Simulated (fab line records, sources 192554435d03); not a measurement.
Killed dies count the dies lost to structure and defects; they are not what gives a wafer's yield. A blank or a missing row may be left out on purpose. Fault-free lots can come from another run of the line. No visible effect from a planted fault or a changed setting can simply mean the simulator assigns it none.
fab line records    flow n5-finfet
[record] lots = 9  wafers = 25  last-day = 17
route steps=1938 shown MOL_CONTACT_COAG@616 BEOL_M0_SAQP@634 BEOL_M4@1111
lots that met no fault: from a run of the same line without faults
start-h: hours from the record's first day to the start of the lot's first wafer shown    wait-h: hours from the lot's prior step to this one    " identical to the entry in the row above    L1.1+2: one row covering several wafers at once    - value missing, or start not given    * or withheld: withheld    < > ~ a bound
route shown NAME@n: NAME is a module with steps in the file, n the number in the route of the first one    usual: mean/standard deviation taken from wafers without a fault    same: alike in all rows    chamber/n: place in a boat    sites: readings site by site    _std_site: the values' standard deviation    _edge_site: mean of outer sites minus mean of inner sites    radius-mm: how far each site lies from the wafer's centre    mask NAME#n: copy n    behind: tool/chamber where the wafer was last shaped    hold: what put the lot on hold/how long, in hours/how the hold closed    device: transistor that didn't switch, given as n, p or np    end of line: the tests these same wafers got at the end of their route    where a step has no rows: the recipe by itself    killed: at the first sort, the dies lost to defects and structure; wafer yield is something else    map: a wafer's dies, marking killed ones x, the rest . and places with no die _
set.NAME: setting as actually run; set.NAME@STEP: the setting as run at that earlier step    model.NAME: the simulator's own value behind a step, which no gauge read
one table for each step of the route and one row for each wafer, over a sample of lots
services: from which hour (start-h, from the record's first day; less than 0 if before it) a tool's chamber was out of use, for how many hours, and why
[[steps]]
[step N5_MOL_CONTACT_COAG_ETCH_124]
[recipe] chemistry = CH3F/O2  target = SiNx  target-depth-a = 65  mask-material = SOC  stop-on = SiOC  over-etch-frac = 0.3  ion-energy-ev = 120  pressure-mtorr = 30  source-w = 395  bias-w = 73  Ar_flow_sccm = 150  CH3F_flow_sccm = 30  O2_flow_sccm = 20  ends = end-point
[usual] drypump-motor-current-A = 5.4/0.37  oes-product-au = 0.69/0.075  rf-vpp-V = 298/3.7  showerhead-plenum-p-Torr = 2.01/0.049  throttle-valve-pct = 16.43/0.2
lot.wafer  tool         chamber  start-h  wait-h  drypump-motor-current-A  oes-product-au  rf-hours-counter-h  rf-vpp-V  showerhead-plenum-p-Torr  throttle-valve-pct
L676.1     rie-diel-04  2        101.78   0.0     5.6                      0.61            247                 296       2.04                      16.85
L676.5     "            0        "        "       5.5                      0.83            -                   302       2.05                      16.33
L676.6     "            1        "        "       4.7                      0.60            -                   298       1.98                      16.53
L677.1     rie-diel-02  0        105.79   0.0     5.6                      0.66            150                 293       2.00                      16.60
L677.2     "            2        "        "       5.0                      0.63            152                 294       1.92                      16.64
L677.4     "            3        "        "       4.9                      0.65            133                 302       2.01                      16.32
L680.1     rie-diel-04  0        123.56   0.0     5.5                      0.80            14                  304       2.05                      16.35
L680.4     "            3        "        "       5.4                      0.71            -                   293       2.03                      16.37
L680.6     "            0        "        "       5.5                      0.80            -                   303       2.05                      16.34
L684.2     rie-diel-04  3        147.49   0.0     5.4                      0.70            77                  295       2.03                      16.37
L684.3     "            1        "        "       4.7                      0.59            221                 298       1.97                      16.57
L686.1     rie-diel-02  2        159.40   0.0     5.0                      0.61            173                 294       1.92                      16.68
L686.2     "            1        "        "       5.3                      0.80            9                   302       1.96                      16.04
L693.3     rie-diel-02  1        210.03   0.0     5.4                      0.76            25                  300       1.96                      16.08
L693.4     "            0        "        "       5.6                      0.64            185                 295       1.99                      16.68
L693.6     "            0        "        "       5.6                      0.64            -                   295       1.99                      16.66
L695.1     rie-diel-04  0        213.99   0.0     5.4                      0.75            46                  303       2.04                      16.42
L695.4     "            2        "        "       5.6                      0.76            31                  295       2.03                      16.44
L695.6     "            1        "        "       4.7                      0.59            -                   298       1.97                      16.60
L696.1     rie-diel-04  3        218.69   0.0     5.4                      0.68            102                 294       2.02                      16.43
L696.2     "            2        "        "       5.6                      0.76            32                  295       2.03                      16.45
L696.3     "            0        "        "       5.5                      0.74            47                  304       2.04                      16.43
L699.3     rie-diel-04  0        238.79   0.0     5.5                      0.74            56                  303       2.03                      16.44
L699.4     "            2        "        "       5.6                      0.74            -                   295       2.03                      16.47
L699.6     "            0        "        "       5.5                      0.74            -                   303       2.03                      16.42
[step N5_MOL_CONTACT_COAG_CVD_140]
[recipe] material = W  target-thk-a = 665  mode = selective-fill  temp-c = 300  time-s = 215
[usual] heater-power-w = 500/52
lot.wafer  tool      chamber  start-h  wait-h  heater-power-w
L676.1     cvd-w-02  1        102.24   0.1     472
L676.5     "         1        "        "       465
L676.6     "         0        "        "       517
L677.1     cvd-w-02  0        106.24   0.1     520
L677.2     "         1        "        "       482
L677.4     "         0        "        "       502
L680.1     cvd-w-01  0        124.10   0.1     581
L680.4     "         0        "        "       576
L680.6     "         1        "        "       411
L684.2     cvd-w-02  1        147.95   0.1     471
L684.3     "         1        "        "       470
L686.1     cvd-w-02  1        159.85   0.1     475
L686.2     "         0        "        "       512
L693.3     cvd-w-01  1        210.57   0.1     426
L693.4     "         0        "        "       581
L693.6     "         0        "        "       587
L695.1     cvd-w-01  1        214.44   0.1     434
L695.4     "         1        "        "       419
L695.6     "         0        "        "       582
L696.1     cvd-w-02  1        219.14   0.1     469
L696.2     "         0        "        "       529
L696.3     "         1        "        "       486
L699.3     cvd-w-01  1        239.32   0.1     416
L699.4     "         0        "        "       584
L699.6     "         1        "        "       427
[step N5_BEOL_M0_SAQP_HM_DEP_02]
[recipe] material = TiN  target-thk-a = 120  temp-c = 25  chamber-pressure-pa = 0.49996
[usual] throttle-valve-pct = 29.5/0.84
lot.wafer  tool            chamber  start-h  wait-h  throttle-valve-pct
L676.1     pvd-sputter-01  -        107.03   0.8     27.7
L676.5     "               -        "        "       28.8
L676.6     "               -        "        "       29.4
L677.1     pvd-sputter-02  -        112.02   1.7     29.4
L677.2     "               -        "        "       29.3
L677.4     "               -        "        "       29.7
L680.1     pvd-sputter-02  -        131.71   3.6     29.2
L680.4     "               -        "        "       29.9
L680.6     "               -        "        "       29.8
L684.2     pvd-sputter-02  -        153.19   1.2     29.0
L684.3     "               -        "        "       29.5
L686.1     pvd-sputter-02  -        164.27   0.4     29.5
L686.2     "               -        "        "       29.5
L693.3     pvd-sputter-02  -        215.48   0.3     29.9
L693.4     "               -        "        "       29.0
L693.6     "               -        "        "       30.0
L695.1     pvd-sputter-03  -        219.64   1.1     29.3
L695.4     "               -        "        "       29.2
L695.6     "               -        "        "       30.1
L696.1     pvd-sputter-03  -        223.25   0.1     29.4
L696.2     "               -        "        "       30.3
L696.3     "               -        "        "       29.4
L699.3     pvd-sputter-03  -        244.21   0.3     29.4
L699.4     "               -        "        "       30.2
L699.6     "               -        "        "       30.2
[step N5_BEOL_M0_SAQP_PECVD_04]
[recipe] material = a-Si  target-thk-a = 600  temp-c = 350  precursor = SiH4/He  pressure-torr = 3  rf-w = 100  time-s = 60.2
[usual] heater-power-w = 608/57  showerhead-plenum-p-Torr = 5.68/0.055  throttle-valve-pct = 18.2/0.87
lot.wafer  tool      chamber  start-h  wait-h  heater-power-w  showerhead-plenum-p-Torr  throttle-valve-pct
L676.1     pecvd-02  1        107.27   0.0     591             5.66                      17.8
L676.5     "         1        "        "       608             5.65                      17.6
L676.6     "         2        "        "       692             5.65                      16.6
L677.1     pecvd-04  2        112.26   0.0     548             5.74                      18.0
L677.2     "         1        "        "       587             5.61                      19.6
L677.4     "         1        "        "       585             5.59                      19.6
L680.1     pecvd-04  1        131.94   0.0     573             5.58                      19.3
L680.4     "         1        "        "       574             5.60                      19.7
L680.6     "         0        "        "       523             5.68                      18.8
L684.2     pecvd-04  1        153.43   0.0     596             5.59                      19.6
L684.3     "         2        "        "       557             5.73                      18.2
L686.1     pecvd-04  2        164.51   0.0     598             5.74                      18.2
L686.2     "         0        "        "       562             5.70                      18.6
L693.3     pecvd-02  1        215.71   0.0     570             5.67                      17.5
L693.4     "         0        "        "       681             5.77                      18.6
L693.6     "         1        "        "       590             5.64                      17.5
L695.1     pecvd-02  0        219.88   0.0     701             5.78                      18.4
L695.4     "         0        "        "       695             5.76                      18.6
L695.6     "         1        "        "       644             5.64                      17.7
L696.1     pecvd-02  2        223.49   0.0     684             5.65                      16.7
L696.2     "         1        "        "       636             5.63                      17.6
L696.3     "         0        "        "       719             5.75                      18.1
L699.3     pecvd-01  2        244.45   0.0     696             5.76                      16.8
L699.4     "         1        "        "       555             5.69                      18.0
L699.6     "         2        "        "       681             5.75                      16.9
[step N5_BEOL_M0_SAQP_THK_MEAS_05]
[usual] thk-nm = 59.9/0.73
lot.wafer  tool           chamber  start-h  wait-h  thk-nm
L676.1     film-metro-01  -        107.36   0.1     58.8
L676.5     "              -        "        "       59.6
L676.6     "              -        "        "       60.7
L677.1     film-metro-02  -        112.35   0.1     59.4
L677.2     "              -        "        "       59.5
L677.4     "              -        "        "       61.5
L680.1     film-metro-02  -        132.04   0.1     60.2
L680.4     "              -        "        "       61.3
L680.6     "              -        "        "       60.9
L684.2     film-metro-02  -        153.52   0.1     60.2
L684.3     "              -        "        "       72.4
L686.1     film-metro-01  -        164.60   0.1     72.8
L686.2     "              -        "        "       59.4
L693.3     film-metro-02  -        215.81   0.1     58.9
L693.4     "              -        "        "       61.0
L693.6     "              -        "        "       60.5
L695.1     film-metro-02  -        219.99   0.1     60.5
L695.4     "              -        "        "       61.8
L695.6     "              -        "        "       60.4
L696.1     film-metro-02  -        223.58   0.1     59.8
L696.2     "              -        "        "       59.7
L696.3     "              -        "        "       60.3
L699.3     film-metro-01  -        244.54   0.1     59.1
L699.4     "              -        "        "       60.9
L699.6     "              -        "        "       60.2
[step N5_BEOL_M0_SAQP_MANDREL_ETCH_20]
[recipe] target-depth-a = 600  chemistry = HBr/Cl2  target = a-Si  stop-on = SiNx  bt-time-s = 10  mask-material = SOC  over-etch-frac = 0.5  time-s = 30  pressure-mtorr = 10  icp-w = 800  bias-w = 75  HBr_flow_sccm = 150  Cl2_flow_sccm = 80  ends = end-point
[usual] drypump-motor-current-A = 5.4/0.48  oes-product-au = 0.771/0.013  throttle-valve-pct = 35.33/0.17
[same] bt-time-s = 10
lot.wafer  tool       chamber  start-h  wait-h  drypump-motor-current-A  oes-product-au  rf-hours-counter-h  throttle-valve-pct
L676.1     rie-si-02  3        108.08   0.0     4.9                      0.744           41                  35.09
L676.5     "          2        "        "       6.4                      0.773           -                   35.16
L676.6     "          3        "        "       4.9                      0.761           -                   35.06
L677.1     rie-si-02  1        113.07   0.0     5.8                      0.768           1                   35.41
L677.2     "          3        "        "       4.9                      0.754           41                  35.09
L677.4     "          2        "        "       6.4                      0.783           2                   35.13
L680.1     rie-si-06  3        132.78   0.0     5.7                      0.773           78                  35.35
L680.4     "          0        "        "       5.1                      0.785           30                  35.30
L680.6     "          3        "        "       5.7                      0.770           -                   35.31
L684.2     rie-si-02  0        154.67   0.0     4.9                      0.775           2                   35.25
L684.3     "          1        "        "       5.9                      0.858           2                   35.22
L686.1     rie-si-02  0        165.50   0.0     4.8                      0.867           2                   35.06
L686.2     "          1        "        "       5.9                      0.769           2                   35.40
L693.3     rie-si-05  2        216.67   0.0     6.0                      0.779           124                 35.65
L693.4     "          3        "        "       5.5                      0.793           33                  35.13
L693.6     "          1        "        "       5.0                      0.773           -                   35.35
L695.1     rie-si-05  0        221.25   0.0     5.1                      0.785           165                 35.59
L695.4     "          2        "        "       6.0                      0.802           124                 35.64
L695.6     "          0        "        "       5.0                      0.776           -                   35.59
L696.1     rie-si-05  1        224.45   0.0     5.0                      0.774           181                 35.36
L696.2     "          2        "        "       6.0                      0.785           124                 35.67
L696.3     "          3        "        "       5.5                      0.791           33                  35.15
L699.3     rie-si-06  0        245.47   0.0     5.1                      0.761           32                  35.32
L699.4     "          1        "        "       5.2                      0.753           78                  35.50
L699.6     "          1        "        "       5.3                      0.758           -                   35.54
[step N5_BEOL_M4_RC_MEAS_101]
[usual] DIBL_N = 36.4/1.5  DIBL_P = 36.4/1.6  IOFF_N = 0.164/0.025  IOFF_P = 0.214/0.028  ION_N = 675/9.9  ION_P = 463/6.5  SS_N = 71.5/0.5  SS_P = 73.3/0.56  VT_N = 249.2/2.7  VT_P = -250.1/2.8
lot.wafer  tool       chamber  start-h  wait-h  DIBL_N[mV/V]  DIBL_P[mV/V]  IOFF_N[nA/um]  IOFF_P[nA/um]  ION_N[uA/um]  ION_P[uA/um]  SS_N[mV/dec]  SS_P[mV/dec]  VT_N[mV]  VT_P[mV]
L676.1     prober-02  0        164.19   0.0     36.5          35.4          0.134          0.171          664           453           71.2          73.7          250.4     -256.0
L676.5     "          0        "        "       37.0          36.7          0.155          0.186          688           458           70.7          73.7          248.1     -253.7
L676.6     "          0        "        "       37.2          36.3          0.149          0.185          660           451           70.8          73.2          251.0     -256.5
L677.1     prober-01  0        177.93   0.0     37.4          35.4          0.145          0.213          671           465           70.9          73.9          251.9     -249.3
L677.2     "          0        "        "       38.5          37.0          0.171          0.250          678           470           71.7          74.0          249.3     -245.5
L677.4     "          0        "        "       36.1          33.7          0.129          0.190          659           459           71.3          73.2          254.3     -250.1
L680.1     prober-01  0        189.48   0.0     35.8          35.7          0.163          0.214          678           462           70.9          73.4          250.3     -252.0
L680.4     "          0        "        "       35.2          34.7          0.154          0.195          676           460           71.1          73.3          250.3     -250.5
L680.6     "          0        "        "       34.1          34.3          0.136          0.186          664           460           70.7          72.3          253.4     -251.6
L684.2     prober-01  0        213.79   0.2     35.3          38.5          0.150          0.253          665           468           71.6          73.5          251.1     -244.9
L684.3     "          0        "        "       35.9          37.9          0.158          0.246          671           469           71.8          74.0          251.9     -246.6
L686.1     prober-01  0        219.04   0.0     36.6          35.7          0.166          0.235          669           464           70.9          73.8          247.2     -249.2
L686.2     "          0        "        "       36.8          35.6          0.178          0.235          674           465           71.5          73.2          247.5     -249.1
L693.3     prober-01  0        272.41   0.3     37.9          38.7          0.222          0.244          696           468           72.3          73.6          246.7     -248.5
L693.4     "          0        "        "       36.9          37.5          0.207          0.225          697           468           71.7          74.4          245.8     -249.9
L693.6     "          0        "        "       38.5          39.4          0.247          0.256          703           469           71.3          74.2          242.5     -246.1
L695.1     prober-02  0        274.08   0.0     35.5          36.2          0.152          0.214          684           466           71.0          73.3          251.5     -250.4
L695.4     "          0        "        "       33.9          34.6          0.122          0.175          674           464           70.9          73.0          252.6     -253.9
L695.6     "          0        "        "       33.8          34.8          0.130          0.185          661           457           71.7          72.7          251.3     -253.2
L696.1     prober-01  0        288.38   0.0     37.0          37.4          0.161          0.218          674           463           71.5          73.1          247.9     -252.6
L696.2     "          0        "        "       36.1          36.9          0.150          0.207          677           464           72.0          72.8          247.4     -249.7
L696.3     "          0        "        "       36.7          37.4          0.152          0.208          669           464           71.9          73.1          248.8     -250.3
L699.3     prober-02  0        303.39   0.3     37.4          37.1          0.184          0.225          675           464           71.4          73.8          246.9     -250.5
L699.4     "          0        "        "       36.6          36.1          0.164          0.212          674           457           71.6          73.7          251.0     -251.4
L699.6     "          0        "        "       37.8          36.8          0.174          0.218          678           459           71.2          74.1          249.6     -249.9
[[services]]
tool            chamber  start-h  hours  kind
pecvd-02        -        77.80    1.1    repair
rie-si-06       -        80.04    28.1   pm
rie-si-05       3        102.40   6.3    repair
pvd-sputter-03  -        104.26   1.1    repair
rie-diel-04     2        110.93   -      clean
rie-diel-04     2        110.93   -      consumable-replace:focus-ring
rie-diel-04     2        110.93   15.2   scheduled-down
rie-diel-04     2        110.93   15.2   vent-cycle
rie-diel-02     1        119.95   -      clean
rie-diel-04     1        120.61   9.8    repair
pecvd-02        1        130.79   14.1   repair
rie-si-06       -        131.77   0.3    repair
cvd-w-01        -        138.22   0.5    repair
pecvd-02        0        159.04   18.5   repair
rie-diel-02     0        180.49   4.4    repair
pecvd-01        -        187.97   2.8    pm
rie-si-02       -        208.37   14.6   pm
pecvd-04        2        218.76   5.5    scheduled-down
cvd-w-02        1        220.60   16.5   repair
rie-diel-02     -        220.78   2.3    repair
rie-diel-04     1        229.53   -      clean
rie-diel-04     1        229.53   -      consumable-replace:focus-ring
rie-diel-04     1        229.53   26.2   scheduled-down
rie-diel-04     1        229.53   26.2   vent-cycle
[[key]]
[first-sign] step = N5_BEOL_M0_SAQP_THK_MEAS_05  reading = thk-nm  direction = up  sigmas = 17  usual = *  struck = *
[effect] step = N5_BEOL_M0_SAQP_MANDREL_ETCH_20  reading = oes-product-au  direction = up  sigmas = 6.8  usual = 0.771  struck = 0.863
met-at N5_BEOL_M0_SAQP_PECVD_04
struck-lots L684,L686
struck-wafers L684.3,L686.1
not-acting-at N5_MOL_CONTACT_COAG_ETCH_124,N5_MOL_CONTACT_COAG_CVD_140,N5_BEOL_M0_SAQP_HM_DEP_02
onset-between 131.94 153.43
[fault] kind = process-parameter-drift  tool = pecvd-04  chamber = -  onset-h = 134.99  steps = N5_BEOL_M0_SAQP_PECVD_04  channel = time-s  offset = *  shape = step  end-h = 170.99  scope = struck-wafers-only  acts-in = *  stated = *
